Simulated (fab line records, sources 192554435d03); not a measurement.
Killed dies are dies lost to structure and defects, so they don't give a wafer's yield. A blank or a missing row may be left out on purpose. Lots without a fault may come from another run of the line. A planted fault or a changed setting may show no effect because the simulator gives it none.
Chamber matching | flow n5_finfet | N5_HKMG_FIN_ALD_75 on ald_hk-01: 4 sister chambers
The step deposits Al2O3, target thk 1 nm, co reactant pulse time 1 s. 4 wafers are shown with their chamber, then 10 later ones without.

WAFERS WITH THEIR CHAMBER
wafer  | chamber | heater_power_outer_w (W)
L078.6 | 3       | 71
L085.6 | 2       | 87
L089.1 | 1       | 67
L089.4 | 0       | 66

WAFERS WITHOUT THEIR CHAMBER
wafer  | heater_power_outer_w (W)
L089.5 | 67
L090.2 | 68
L090.3 | 74
L090.5 | 67
L091.2 | 72
L091.3 | 88
L091.6 | 89
L093.3 | 70
L093.4 | 67
L093.6 | 72

WHICH CHAMBER EACH WENT THROUGH
wafer  | from the rows above          | in truth
L089.5 | can't be placed: 1 or 0      | 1
L090.2 | can't be placed: 1 or 0 or 3 | 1
L090.3 | 3                            | 3
L090.5 | can't be placed: 1 or 0      | 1
L091.2 | 3                            | 3
L091.3 | 2                            | 2
L091.6 | 2                            | 2
L093.3 | can't be placed: 3 or 1      | 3
L093.4 | can't be placed: 1 or 0      | 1
L093.6 | 3                            | 3
Placed correctly: 5 of 10. Can't be placed from these rows: 5 (the true chamber is among the candidates in 5). Placed wrongly: 0.
How it was worked out, from the rows above alone: a wafer's distance from a chamber is the root of the sum, over the readings, of the square of ((its reading less the chamber's mean) divided by the reading's scatter). The wafer belongs to the nearest chamber; if the next one is less than 2 further off, it can't be placed. A chamber's mean is the mean of its shown wafers. The scatter: with one shown wafer a chamber, the root of the mean of the squares of how far each hidden wafer lies from its nearest shown one.
